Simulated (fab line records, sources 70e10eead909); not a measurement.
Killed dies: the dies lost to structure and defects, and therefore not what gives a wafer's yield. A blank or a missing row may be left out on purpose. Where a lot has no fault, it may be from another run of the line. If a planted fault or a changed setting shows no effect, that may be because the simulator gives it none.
Which tool is to blame? || flow nandHarc || Sampling: 24 lots, 72 wafers, 5 of 1159 route steps

WHAT EACH GAUGE READ, for each wafer
NHARC_P_M2_OVL_MEAS_10: pitch 340 nm.
{"lot": "L074", "measured": "day 6 03:16", "on": "overlay-02", "overlayXNm (nm)": "0.7 0.9 0.7", "overlayYNm (nm)": "-0.7 -1.0 -1.0"}
{"lot": "L075", "measured": "day 6 14:28", "on": "overlay-02", "overlayXNm (nm)": "1.1 1.5 1.0", "overlayYNm (nm)": "0.7 1.5 0.9"}
{"lot": "L076", "measured": "day 6 17:43", "on": "overlay-01", "overlayXNm (nm)": "-0.4 -0.8 -1.0", "overlayYNm (nm)": "1.3 0.8 1.1"}
{"lot": "L077", "measured": "day 6 22:39", "on": "overlay-02", "overlayXNm (nm)": "1.1 1.4 0.9", "overlayYNm (nm)": "-0.6 -0.1 -0.6"}
{"lot": "L078", "measured": "day 7 00:57", "on": "overlay-02", "overlayXNm (nm)": "-0.9 -1.2 -0.6", "overlayYNm (nm)": "0.3 0.2 0.4"}
{"lot": "L080", "measured": "day 7 16:47", "on": "overlay-01", "overlayXNm (nm)": "0.6 0.3 0.2", "overlayYNm (nm)": "-0.4 -0.7 -0.5"}
{"lot": "L079", "measured": "day 7 17:07", "on": "overlay-01", "overlayXNm (nm)": "0.4 0.3 0.4", "overlayYNm (nm)": "1.0 0.7 0.5"}
{"lot": "L081", "measured": "day 8 03:01", "on": "overlay-01", "overlayXNm (nm)": "-1.0 -0.8 -0.6", "overlayYNm (nm)": "0.3 0.5 0.2"}
{"lot": "L082", "measured": "day 8 06:36", "on": "overlay-01", "overlayXNm (nm)": "0.1 -0.1 -0.4", "overlayYNm (nm)": "0.0 -0.3 0.4"}
{"lot": "L083", "measured": "day 8 11:08", "on": "overlay-02", "overlayXNm (nm)": "1.9 2.3 1.7", "overlayYNm (nm)": "0.9 0.4 0.3"}
{"lot": "L084", "measured": "day 8 11:33", "on": "overlay-02", "overlayXNm (nm)": "-1.4 -1.3 -1.2", "overlayYNm (nm)": "-0.7 -0.6 -1.2"}
{"lot": "L087", "measured": "day 9 08:02", "on": "overlay-01", "overlayXNm (nm)": "-0.2 0.5 0.4", "overlayYNm (nm)": "0.3 0.7 0.0"}
{"lot": "L085", "measured": "day 9 09:07", "on": "overlay-01", "overlayXNm (nm)": "-1.3 -0.9 -0.8", "overlayYNm (nm)": "0.3 0.8 0.5"}
{"lot": "L086", "measured": "day 9 09:59", "on": "overlay-01", "overlayXNm (nm)": "-0.5 -0.7 -0.3", "overlayYNm (nm)": "-1.2 -0.7 -0.7"}
{"lot": "L089", "measured": "day 9 19:40", "on": "overlay-02", "overlayXNm (nm)": "-0.6 -0.4 -1.2", "overlayYNm (nm)": "-0.4 -0.6 -0.6"}
{"lot": "L088", "measured": "day 10 00:25", "on": "overlay-02", "overlayXNm (nm)": "0.5 0.2 0.6", "overlayYNm (nm)": "-0.9 -0.5 -0.6"}
{"lot": "L090", "measured": "day 10 11:34", "on": "overlay-02", "overlayXNm (nm)": "0.1 -0.3 -0.1", "overlayYNm (nm)": "2.2 2.0 1.6"}
{"lot": "L092", "measured": "day 10 15:51", "on": "overlay-01", "overlayXNm (nm)": "-0.7 0.4 0.1", "overlayYNm (nm)": "-1.0 -0.5 -0.3"}
{"lot": "L091", "measured": "day 10 16:19", "on": "overlay-02", "overlayXNm (nm)": "-0.6 -0.3 -0.2", "overlayYNm (nm)": "-0.8 -0.6 -0.2"}
{"lot": "L093", "measured": "day 11 02:12", "on": "overlay-02", "overlayXNm (nm)": "0.0 0.1 0.1", "overlayYNm (nm)": "0.2 0.1 0.3"}
{"lot": "L094", "measured": "day 11 03:25", "on": "overlay-01", "overlayXNm (nm)": "-0.2 -0.3 -0.4", "overlayYNm (nm)": "1.3 0.9 1.4"}
{"lot": "L095", "measured": "day 11 05:40", "on": "overlay-01", "overlayXNm (nm)": "-0.6 -0.6 -1.1", "overlayYNm (nm)": "0.1 -0.1 -0.4"}
{"lot": "L097", "measured": "day 11 20:40", "on": "overlay-02", "overlayXNm (nm)": "0.1 -0.3 0.4", "overlayYNm (nm)": "0.7 0.6 1.0"}
{"lot": "L096", "measured": "day 11 21:55", "on": "overlay-02", "overlayXNm (nm)": "0.3 0.2 0.1", "overlayYNm (nm)": "1.4 1.3 1.6"}

NHARC_A_SOURCE_PLATE_THK_MEAS_06: measures by ellipsometry.
{"lot": "L074", "measured": "day 7 10:53", "on": "filmMetro-02", "thkNm (nm)": "197.2 200.6 197.0"}
{"lot": "L075", "measured": "day 7 22:51", "on": "filmMetro-01", "thkNm (nm)": "196.9 201.4 201.3"}
{"lot": "L076", "measured": "day 7 22:51", "on": "filmMetro-02", "thkNm (nm)": "199.1 200.4 201.4"}
{"lot": "L077", "measured": "day 8 05:02", "on": "filmMetro-02", "thkNm (nm)": "197.7 200.2 200.5"}
{"lot": "L078", "measured": "day 8 05:02", "on": "filmMetro-01", "thkNm (nm)": "198.7 198.6 200.1"}
{"lot": "L080", "measured": "day 9 01:35", "on": "filmMetro-02", "thkNm (nm)": "199.7 200.4 204.2"}
{"lot": "L079", "measured": "day 9 01:37", "on": "filmMetro-02", "thkNm (nm)": "200.9 198.8 201.2"}
{"lot": "L081", "measured": "day 9 11:19", "on": "filmMetro-01", "thkNm (nm)": "203.9 204.2 206.5"}
{"lot": "L082", "measured": "day 9 11:19", "on": "filmMetro-02", "thkNm (nm)": "205.7 204.0 204.2"}
{"lot": "L083", "measured": "day 9 17:47", "on": "filmMetro-01", "thkNm (nm)": "201.6 204.2 201.1"}
{"lot": "L084", "measured": "day 9 17:47", "on": "filmMetro-02", "thkNm (nm)": "204.0 204.7 202.8"}
{"lot": "L087", "measured": "day 10 15:01", "on": "filmMetro-01", "thkNm (nm)": "202.8 203.3 202.6"}
{"lot": "L085", "measured": "day 10 15:01", "on": "filmMetro-02", "thkNm (nm)": "205.0 204.0 204.7"}
{"lot": "L086", "measured": "day 10 15:01", "on": "filmMetro-01", "thkNm (nm)": "199.8 203.0 200.7"}
{"lot": "L089", "measured": "day 11 02:02", "on": "filmMetro-01", "thkNm (nm)": "202.0 202.1 202.1"}
{"lot": "L088", "measured": "day 11 09:24", "on": "filmMetro-01", "thkNm (nm)": "203.3 203.5 198.4"}
{"lot": "L090", "measured": "day 11 18:53", "on": "filmMetro-01", "thkNm (nm)": "201.8 202.2 202.2"}
{"lot": "L092", "measured": "day 12 01:53", "on": "filmMetro-01", "thkNm (nm)": "201.1 199.6 202.5"}
{"lot": "L091", "measured": "day 12 01:55", "on": "filmMetro-02", "thkNm (nm)": "198.2 200.4 199.0"}
{"lot": "L093", "measured": "day 12 12:06", "on": "filmMetro-01", "thkNm (nm)": "202.3 199.4 199.5"}
{"lot": "L094", "measured": "day 12 12:07", "on": "filmMetro-02", "thkNm (nm)": "199.4 202.2 200.3"}
{"lot": "L095", "measured": "day 12 12:06", "on": "filmMetro-02", "thkNm (nm)": "196.7 197.3 198.1"}
{"lot": "L097", "measured": "day 13 04:52", "on": "filmMetro-02", "thkNm (nm)": "199.5 198.8 198.1"}
{"lot": "L096", "measured": "day 13 04:50", "on": "filmMetro-01", "thkNm (nm)": "196.2 197.3 198.0"}

NHARC_A_SOURCE_PLATE_INSPECT_08.
{"lot": "L074", "measured": "day 7 10:59", "on": "defectInspect-01", "rawDefectCount": "47 42 34"}
{"lot": "L075", "measured": "day 7 22:55", "on": "defectInspect-02", "rawDefectCount": "32 69 73"}
{"lot": "L076", "measured": "day 7 22:55", "on": "defectInspect-01", "rawDefectCount": "73 81 146"}
{"lot": "L077", "measured": "day 8 05:06", "on": "defectInspect-01", "rawDefectCount": "69 85 75"}
{"lot": "L078", "measured": "day 8 05:06", "on": "defectInspect-02", "rawDefectCount": "40 48 62"}
{"lot": "L080", "measured": "day 9 01:41", "on": "defectInspect-02", "rawDefectCount": "63 37 92"}
{"lot": "L079", "measured": "day 9 01:41", "on": "defectInspect-01", "rawDefectCount": "38 38 58"}
{"lot": "L081", "measured": "day 9 11:23", "on": "defectInspect-01", "rawDefectCount": "26 27 37"}
{"lot": "L082", "measured": "day 9 11:23", "on": "defectInspect-01", "rawDefectCount": "57 37 54"}
{"lot": "L083", "measured": "day 9 17:51", "on": "defectInspect-02", "rawDefectCount": "35 60 90"}
{"lot": "L084", "measured": "day 9 17:51", "on": "defectInspect-01", "rawDefectCount": "72 77 59"}
{"lot": "L087", "measured": "day 10 15:05", "on": "defectInspect-01", "rawDefectCount": "35 35 32"}
{"lot": "L085", "measured": "day 10 15:04", "on": "defectInspect-02", "rawDefectCount": "45 58 40"}
{"lot": "L086", "measured": "day 10 15:04", "on": "defectInspect-01", "rawDefectCount": "100 45 66"}
{"lot": "L089", "measured": "day 11 02:07", "on": "defectInspect-01", "rawDefectCount": "34 16 24"}
{"lot": "L088", "measured": "day 11 09:31", "on": "defectInspect-01", "rawDefectCount": "81 81 105"}
{"lot": "L090", "measured": "day 11 18:58", "on": "defectInspect-01", "rawDefectCount": "68 41 27"}
{"lot": "L092", "measured": "day 12 01:58", "on": "defectInspect-02", "rawDefectCount": "38 50 52"}
{"lot": "L091", "measured": "day 12 02:00", "on": "defectInspect-01", "rawDefectCount": "61 74 60"}
{"lot": "L093", "measured": "day 12 12:10", "on": "defectInspect-02", "rawDefectCount": "48 37 63"}
{"lot": "L094", "measured": "day 12 12:11", "on": "defectInspect-01", "rawDefectCount": "28 45 31"}
{"lot": "L095", "measured": "day 12 12:10", "on": "defectInspect-01", "rawDefectCount": "63 72 71"}
{"lot": "L097", "measured": "day 13 04:58", "on": "defectInspect-02", "rawDefectCount": "89 53 43"}
{"lot": "L096", "measured": "day 13 04:55", "on": "defectInspect-02", "rawDefectCount": "61 55 83"}

EACH LOT AND THE TOOL THAT RAN IT (in order: tool; ch and the chambers of the sampled wafers; start)
{"lot": "L074", "NHARC_P_M1_DEGAS_29": "pvdSputter-02, day 6 00:19", "NHARC_P_BONDPAD_CMP_19": "cmp-01 ch 0,2,3, day 6 09:57"}
{"lot": "L075", "NHARC_P_M1_DEGAS_29": "pvdSputter-01, day 6 11:25", "NHARC_P_BONDPAD_CMP_19": "cmp-01 ch 2,3, day 6 21:09"}
{"lot": "L076", "NHARC_P_M1_DEGAS_29": "pvdSputter-02, day 6 14:40", "NHARC_P_BONDPAD_CMP_19": "cmp-03 ch 0,1,3, day 7 00:26"}
{"lot": "L077", "NHARC_P_M1_DEGAS_29": "pvdSputter-02, day 6 19:44", "NHARC_P_BONDPAD_CMP_19": "cmp-03 ch 1,3, day 7 05:24"}
{"lot": "L078", "NHARC_P_M1_DEGAS_29": "pvdSputter-03, day 6 21:52", "NHARC_P_BONDPAD_CMP_19": "cmp-02 ch 0,1,3, day 7 08:01"}
{"lot": "L080", "NHARC_P_M1_DEGAS_29": "pvdSputter-01, day 7 13:45", "NHARC_P_BONDPAD_CMP_19": "cmp-02 ch 0,2, day 7 23:48"}
{"lot": "L079", "NHARC_P_M1_DEGAS_29": "pvdSputter-02, day 7 14:06", "NHARC_P_BONDPAD_CMP_19": "cmp-03 ch 1,3, day 8 00:33"}
{"lot": "L081", "NHARC_P_M1_DEGAS_29": "pvdSputter-03, day 8 00:05", "NHARC_P_BONDPAD_CMP_19": "cmp-02 ch 1,2, day 8 09:46"}
{"lot": "L082", "NHARC_P_M1_DEGAS_29": "pvdSputter-01, day 8 03:40", "NHARC_P_BONDPAD_CMP_19": "cmp-03 ch 0,1, day 8 13:40"}
{"lot": "L083", "NHARC_P_M1_DEGAS_29": "pvdSputter-02, day 8 08:07", "NHARC_P_BONDPAD_CMP_19": "cmp-01 ch 1,2,3, day 8 17:44"}
{"lot": "L084", "NHARC_P_M1_DEGAS_29": "pvdSputter-01, day 8 08:30", "NHARC_P_BONDPAD_CMP_19": "cmp-03 ch 0,1,2, day 8 18:21"}
{"lot": "L087", "NHARC_P_M1_DEGAS_29": "pvdSputter-03, day 9 04:40", "NHARC_P_BONDPAD_CMP_19": "cmp-03 ch 0,2,3, day 9 14:50"}
{"lot": "L085", "NHARC_P_M1_DEGAS_29": "pvdSputter-01, day 9 06:10", "NHARC_P_BONDPAD_CMP_19": "cmp-02 ch 0,3, day 9 15:41"}
{"lot": "L086", "NHARC_P_M1_DEGAS_29": "pvdSputter-03, day 9 06:54", "NHARC_P_BONDPAD_CMP_19": "cmp-03 ch 0,1, day 9 17:08"}
{"lot": "L089", "NHARC_P_M1_DEGAS_29": "pvdSputter-02, day 9 16:43", "NHARC_P_BONDPAD_CMP_19": "cmp-01 ch 0,1,3, day 10 02:34"}
{"lot": "L088", "NHARC_P_M1_DEGAS_29": "pvdSputter-01, day 9 21:28", "NHARC_P_BONDPAD_CMP_19": "cmp-01 ch 0,1,3, day 10 07:34"}
{"lot": "L090", "NHARC_P_M1_DEGAS_29": "pvdSputter-03, day 10 08:32", "NHARC_P_BONDPAD_CMP_19": "cmp-01 ch 0,3, day 10 18:38"}
{"lot": "L092", "NHARC_P_M1_DEGAS_29": "pvdSputter-03, day 10 12:38", "NHARC_P_BONDPAD_CMP_19": "cmp-03 ch 1,2,3, day 10 22:35"}
{"lot": "L091", "NHARC_P_M1_DEGAS_29": "pvdSputter-02, day 10 13:11", "NHARC_P_BONDPAD_CMP_19": "cmp-01 ch 1,3, day 10 23:06"}
{"lot": "L093", "NHARC_P_M1_DEGAS_29": "pvdSputter-02, day 10 23:07", "NHARC_P_BONDPAD_CMP_19": "cmp-02 ch 2,3, day 11 09:53"}
{"lot": "L094", "NHARC_P_M1_DEGAS_29": "pvdSputter-03, day 11 00:02", "NHARC_P_BONDPAD_CMP_19": "cmp-02 ch 0,1,2, day 11 10:47"}
{"lot": "L095", "NHARC_P_M1_DEGAS_29": "pvdSputter-01, day 11 02:39", "NHARC_P_BONDPAD_CMP_19": "cmp-02 ch 0,2, day 11 12:24"}
{"lot": "L097", "NHARC_P_M1_DEGAS_29": "pvdSputter-02, day 11 17:37", "NHARC_P_BONDPAD_CMP_19": "cmp-02 ch 0,2, day 12 03:20"}
{"lot": "L096", "NHARC_P_M1_DEGAS_29": "pvdSputter-02, day 11 18:48", "NHARC_P_BONDPAD_CMP_19": "cmp-01 ch 1,3, day 12 04:34"}
- NHARC_P_M1_DEGAS_29: time 60 s.
- NHARC_P_BONDPAD_CMP_19: polishes, t overpolish 30 s, cu recess touch 16 s, target thk 160.81 nm.

AS READ BY THE TOOLS THEMSELVES (means over the sampled wafers that have a number; for cases with no such wafer, the mark the record gives instead)
NHARC_P_M1_DEGAS_29.
{"lot": "L074", "tool": "pvdSputter-02", "heaterPowerW (W)": 355}
{"lot": "L075", "tool": "pvdSputter-01", "heaterPowerW (W)": 342}
{"lot": "L076", "tool": "pvdSputter-02", "heaterPowerW (W)": 316}
{"lot": "L077", "tool": "pvdSputter-02", "heaterPowerW (W)": 317}
{"lot": "L078", "tool": "pvdSputter-03", "heaterPowerW (W)": 341}
{"lot": "L080", "tool": "pvdSputter-01", "heaterPowerW (W)": 335}
{"lot": "L079", "tool": "pvdSputter-02", "heaterPowerW (W)": 356}
{"lot": "L081", "tool": "pvdSputter-03", "heaterPowerW (W)": 340}
{"lot": "L082", "tool": "pvdSputter-01", "heaterPowerW (W)": 354}
{"lot": "L083", "tool": "pvdSputter-02", "heaterPowerW (W)": 368}
{"lot": "L084", "tool": "pvdSputter-01", "heaterPowerW (W)": 321}
{"lot": "L087", "tool": "pvdSputter-03", "heaterPowerW (W)": 348}
{"lot": "L085", "tool": "pvdSputter-01", "heaterPowerW (W)": 354}
{"lot": "L086", "tool": "pvdSputter-03", "heaterPowerW (W)": 338}
{"lot": "L089", "tool": "pvdSputter-02", "heaterPowerW (W)": 318}
{"lot": "L088", "tool": "pvdSputter-01", "heaterPowerW (W)": 337}
{"lot": "L090", "tool": "pvdSputter-03", "heaterPowerW (W)": 360}
{"lot": "L092", "tool": "pvdSputter-03", "heaterPowerW (W)": 351}
{"lot": "L091", "tool": "pvdSputter-02", "heaterPowerW (W)": 346}
{"lot": "L093", "tool": "pvdSputter-02", "heaterPowerW (W)": 396}
{"lot": "L094", "tool": "pvdSputter-03", "heaterPowerW (W)": 327}
{"lot": "L095", "tool": "pvdSputter-01", "heaterPowerW (W)": 341}
{"lot": "L097", "tool": "pvdSputter-02", "heaterPowerW (W)": 365}
{"lot": "L096", "tool": "pvdSputter-02", "heaterPowerW (W)": 342}

NHARC_P_BONDPAD_CMP_19.
{"lot": "L074", "tool": "cmp-01", "motorCurrentA (A)": 11.8, "overpolishRunS (s)": 30.005}
{"lot": "L075", "tool": "cmp-01", "motorCurrentA (A)": 11.7, "overpolishRunS (s)": 30.003}
{"lot": "L076", "tool": "cmp-03", "motorCurrentA (A)": 11.5, "overpolishRunS (s)": 29.997}
{"lot": "L077", "tool": "cmp-03", "motorCurrentA (A)": 11.8, "overpolishRunS (s)": 29.998}
{"lot": "L078", "tool": "cmp-02", "motorCurrentA (A)": 10.8, "overpolishRunS (s)": 29.998}
{"lot": "L080", "tool": "cmp-02", "motorCurrentA (A)": 12.3, "overpolishRunS (s)": 29.995}
{"lot": "L079", "tool": "cmp-03", "motorCurrentA (A)": 11.0, "overpolishRunS (s)": 29.997}
{"lot": "L081", "tool": "cmp-02", "motorCurrentA (A)": 12.7, "overpolishRunS (s)": 30.001}
{"lot": "L082", "tool": "cmp-03", "motorCurrentA (A)": 12.3, "overpolishRunS (s)": 29.993}
{"lot": "L083", "tool": "cmp-01", "motorCurrentA (A)": 11.4, "overpolishRunS (s)": 29.997}
{"lot": "L084", "tool": "cmp-03", "motorCurrentA (A)": 12.3, "overpolishRunS (s)": 29.999}
{"lot": "L087", "tool": "cmp-03", "motorCurrentA (A)": 11.9, "overpolishRunS (s)": 30.010}
{"lot": "L085", "tool": "cmp-02", "motorCurrentA (A)": 10.1, "overpolishRunS (s)": 30.008}
{"lot": "L086", "tool": "cmp-03", "motorCurrentA (A)": 12.1, "overpolishRunS (s)": 30.006}
{"lot": "L089", "tool": "cmp-01", "motorCurrentA (A)": 11.4, "overpolishRunS (s)": 29.998}
{"lot": "L088", "tool": "cmp-01", "motorCurrentA (A)": 11.5, "overpolishRunS (s)": 29.999}
{"lot": "L090", "tool": "cmp-01", "motorCurrentA (A)": 11.5, "overpolishRunS (s)": 30.005}
{"lot": "L092", "tool": "cmp-03", "motorCurrentA (A)": 11.9, "overpolishRunS (s)": 30.002}
{"lot": "L091", "tool": "cmp-01", "motorCurrentA (A)": 11.4, "overpolishRunS (s)": 29.998}
{"lot": "L093", "tool": "cmp-02", "motorCurrentA (A)": 12.5, "overpolishRunS (s)": 30.001}
{"lot": "L094", "tool": "cmp-02", "motorCurrentA (A)": 12.0, "overpolishRunS (s)": 30.000}
{"lot": "L095", "tool": "cmp-02", "motorCurrentA (A)": 12.1, "overpolishRunS (s)": 29.998}
{"lot": "L097", "tool": "cmp-02", "motorCurrentA (A)": 12.3, "overpolishRunS (s)": 30.000}
{"lot": "L096", "tool": "cmp-01", "motorCurrentA (A)": 11.2, "overpolishRunS (s)": 30.001}

THE ANSWER, worked out from the rows above alone
Rule: the usual values come from the lots themselves. Put in order of their means at a reading, lots are off if they are a third of the lots or fewer, leave a main group of 4 or more, and stand apart from it by a gap of 3 or more times the standard deviation of the main group's means; of several such gaps the widest counts. The tables above print the reading to a certain number of digits; a main group whose means all agree to those digits is not used. A lot without any number at a reading at which 4 lots or more have one is off too. The other lots that the step has rows for count as sound. Order of review: gauges by route order, followed by the tools' own readings, for which a lot's mean as printed above is used. At the first step where some lot is off, the reading lying furthest off is the one used; lots without a number count as furthest.
No lot is off at any reading shown: from this, nothing can be told.

WHAT WAS PUT IN BY THE SIMULATOR
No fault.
